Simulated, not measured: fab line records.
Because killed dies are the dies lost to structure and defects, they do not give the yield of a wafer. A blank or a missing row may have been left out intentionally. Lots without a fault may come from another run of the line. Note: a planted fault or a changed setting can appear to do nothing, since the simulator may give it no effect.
Split-lot experiment + flow n5-finfet + 39 wafers read from 7 lots, route of 1938 steps

== SPLIT DETAILS ==
At N5_BEOL_M6_TRENCH_ETCH_37 (etches SiCOH lowk in C4F6/O2, target depth 94.435 nm, time 31.5 s), the setting time-s was moved away from the recipe's 31.5 s on 6 of the 39 wafers read, by -22.7% to -19.2%. For the rest of the wafers, this setting stayed at what the recipe calls for.

== FROM THE SPLIT TO THE READING: what the file shows between them, 11 steps ==
- N5_BEOL_M6_ETCH_41: etches SiCN in CH3F/O2, target depth 29.7 nm, time 52 s
- N5_BEOL_M6_STRIP_80: strips in N2/H2, time 10 s
- N5_BEOL_M6_OCD_MEAS_38
- N5_BEOL_M6_HM_STRIP_39: strips TiN in peroxide tin strip, target depth 25 nm, time 158 s
- N5_BEOL_M6_SRD_40: time 30 s
- N5_BEOL_M6_ECD_50: material Cu, target thk 300 nm
- N5_BEOL_M6_ANNEAL_51: time 90 s
- N5_BEOL_M6_CMP_52: polishes, stops on SiCOH lowk, t overpolish 6.9 s, target thk 80 nm
- N5_BEOL_M6_THK_MEAS_53: measures by xrf
- N5_BEOL_M6_PRE_CLEAN_55: time 15 s
- N5_BEOL_M6_DEP_56: deposits SiCN from 3MS/NH3, target thk 10 nm, time 17.5 s

== THE READING ==
M6_RS in ohm/sq, measured at N5_BEOL_M6_RS_MEAS_57 by four-point-probe. A value of 0.287 ohm/sq with a standard deviation of 0.0067 ohm/sq is what fault-free wafers of this fab line usually give.

| wafer  | tool, chamber at the split | time-s as run, s | against the recipe | M6_RS, ohm/sq | against lot-mates on the recipe |
|--------|----------------------------|------------------|--------------------|---------------|---------------------------------|
| L075.1 | rie-diel-05, 2             | 31.5             | recipe             | 0.279         | -                               |
| L075.2 | rie-diel-05, 1             | 31.5             | recipe             | 0.295         | -                               |
| L075.3 | rie-diel-05, 3             | 31.5             | recipe             | 0.288         | -                               |
| L075.4 | rie-diel-05, 0             | 31.5             | recipe             | 0.285         | -                               |
| L075.5 | rie-diel-05, 1             | 31.5             | recipe             | 0.285         | -                               |
| L075.6 | rie-diel-05, 2             | 31.5             | recipe             | 0.278         | -                               |
| L088.1 | rie-diel-06, 1             | 31.5             | recipe             | 0.285         | -                               |
| L088.2 | rie-diel-06, 2             | 31.5             | recipe             | 0.277         | -                               |
| L088.6 | rie-diel-06, 1             | 31.5             | recipe             | 0.282         | -                               |
| L089.1 | rie-diel-06, 3             | 31.5             | recipe             | 0.282         | -                               |
| L089.2 | rie-diel-06, 2             | 31.5             | recipe             | 0.282         | -                               |
| L089.3 | rie-diel-06, 0             | 31.5             | recipe             | 0.287         | -                               |
| L089.4 | rie-diel-06, 1             | 31.5             | recipe             | 0.279         | -                               |
| L089.5 | rie-diel-06, 0             | 31.5             | recipe             | 0.285         | -                               |
| L089.6 | rie-diel-06, 3             | 31.5             | recipe             | 0.285         | -                               |
| L090.1 | rie-diel-06, 0             | 31.5             | recipe             | 0.287         | -                               |
| L090.2 | rie-diel-06, 2             | 25.44            | -19.2%             | 0.375         | +0.093                          |
| L090.3 | rie-diel-06, 3             | 25.44            | -19.2%             | 0.385         | +0.103                          |
| L090.4 | rie-diel-06, 1             | 31.5             | recipe             | 0.278         | -                               |
| L090.5 | rie-diel-06, 0             | 31.5             | recipe             | 0.280         | -                               |
| L090.6 | rie-diel-06, 1             | 25.44            | -19.2%             | 0.378         | +0.096                          |
| L092.1 | rie-diel-03, 1             | 24.36            | -22.7%             | 0.418         | +0.131                          |
| L092.2 | rie-diel-03, 2             | 31.5             | recipe             | 0.287         | -                               |
| L092.3 | rie-diel-03, 0             | 24.36            | -22.7%             | 0.414         | +0.127                          |
| L092.4 | rie-diel-03, 3             | 31.5             | recipe             | 0.292         | -                               |
| L092.5 | rie-diel-03, 0             | 31.5             | recipe             | 0.281         | -                               |
| L092.6 | rie-diel-03, 1             | 24.36            | -22.7%             | 0.413         | +0.126                          |
| L094.1 | rie-diel-03, 2             | 31.5             | recipe             | 0.295         | -                               |
| L094.2 | rie-diel-03, 3             | 31.5             | recipe             | 0.289         | -                               |
| L094.3 | rie-diel-03, 1             | 31.5             | recipe             | 0.282         | -                               |
| L094.4 | rie-diel-03, 0             | 31.5             | recipe             | 0.281         | -                               |
| L094.5 | rie-diel-03, 3             | 31.5             | recipe             | 0.282         | -                               |
| L094.6 | rie-diel-03, 0             | 31.5             | recipe             | 0.279         | -                               |
| L097.1 | rie-diel-05, 2             | 31.5             | recipe             | 0.297         | -                               |
| L097.2 | rie-diel-05, 3             | 31.5             | recipe             | 0.297         | -                               |
| L097.3 | rie-diel-05, 0             | 31.5             | recipe             | 0.296         | -                               |
| L097.4 | rie-diel-05, 1             | 31.5             | recipe             | 0.283         | -                               |
| L097.5 | rie-diel-05, 3             | 31.5             | recipe             | 0.294         | -                               |
| L097.6 | rie-diel-05, 0             | 31.5             | recipe             | 0.295         | -                               |

THE FIT
A straight line over all 39 wafers: M6_RS changes by -0.00536 ohm/sq for each +1% of time-s; r = -0.99; the points scatter about the line by 0.0069 ohm/sq.
The same after taking each lot's own level away (the mean of its wafers on the recipe; 39 wafers): -0.00542 ohm/sq for each +1%; r = -0.99; scatter 0.0052 ohm/sq.
The reading moves by 0.12 ohm/sq for the largest change in time-s, on that fit.
Measured against the standard deviation above, the lots' own levels, which go from 0.2813 to 0.2937 ohm/sq, span 1.8 times it.
The two slopes agree, so the slope changes little with the lot-to-lot level.
Check: for one of the wafers moved furthest among these (-22.7%), held out of the fit, the line's prediction against its lot-mates is +0.121 ohm/sq. Against them it came out at +0.131 ohm/sq.

== OTHER SPLITS ON THESE WAFERS ==
Other splits were also applied to these wafers ahead of the reading. Each is held against what the fit with the lots' levels taken away leaves over:
| other split on the same wafers        | wafers away from the commonest value | r with M6_RS (lot level and that fit taken away) |
|---------------------------------------|--------------------------------------|--------------------------------------------------|
| N5_HKMG_FIN_DEVELOP_48 develop-time-s | 15                                   | -0.13                                            |
| N5_MOL_CONTACT_COAG_ALD_27 ald-cycles | 15                                   | +0.14                                            |
| N5_BEOL_M3_DEP_57 target-thk-a        | 9                                    | +0.07                                            |

== THE WHOLE CHAIN: every reading that the file lists as answering this split, in the file's order ==
| step                      | what it does                                                        | reading                                                                      | change (the file's fit)               | r (the file's) |
|---------------------------|---------------------------------------------------------------------|------------------------------------------------------------------------------|---------------------------------------|----------------|
| N5_BEOL_M6_TRENCH_ETCH_37 | etches SiCOH lowk in C4F6/O2, target depth 94.435 nm, time 31.5 s   | BEOL_M6.feature-depth-nm (the simulator's own value, which no gauge read)    | +0.929 nm for each +1% of the setting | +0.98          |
| N5_BEOL_M6_TRENCH_ETCH_37 | etches SiCOH lowk in C4F6/O2, target depth 94.435 nm, time 31.5 s   | etch.depth-nm (the simulator's own value, which no gauge read)               | +0.926 nm for each +1% of the setting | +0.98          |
| N5_BEOL_M6_OCD_MEAS_38    |                                                                     | trench-depth-nm                                                              | +0.925 nm for each +1% of the setting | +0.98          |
| N5_BEOL_M6_CMP_52         | polishes, stops on SiCOH lowk, t overpolish 6.9 s, target thk 80 nm | Cu_of_BEOL_M6_ECD_50.thk-nm (the simulator's own value, which no gauge read) | +0.936 nm for each +1% of the setting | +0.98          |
| N5_BEOL_M6_THK_MEAS_53    | measures by xrf                                                     | M6_THK                                                                       | +0.937 for each +1% of the setting    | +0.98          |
| N5_BEOL_M6_RS_MEAS_57     | measures by four-point-probe                                        | M6_RS                                                                        | -0.00542 for each +1% of the setting  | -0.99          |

== THE FILE'S OWN FIT ==
M6_RS changes by -0.00542 ohm/sq for each +1% of time-s, r = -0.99.
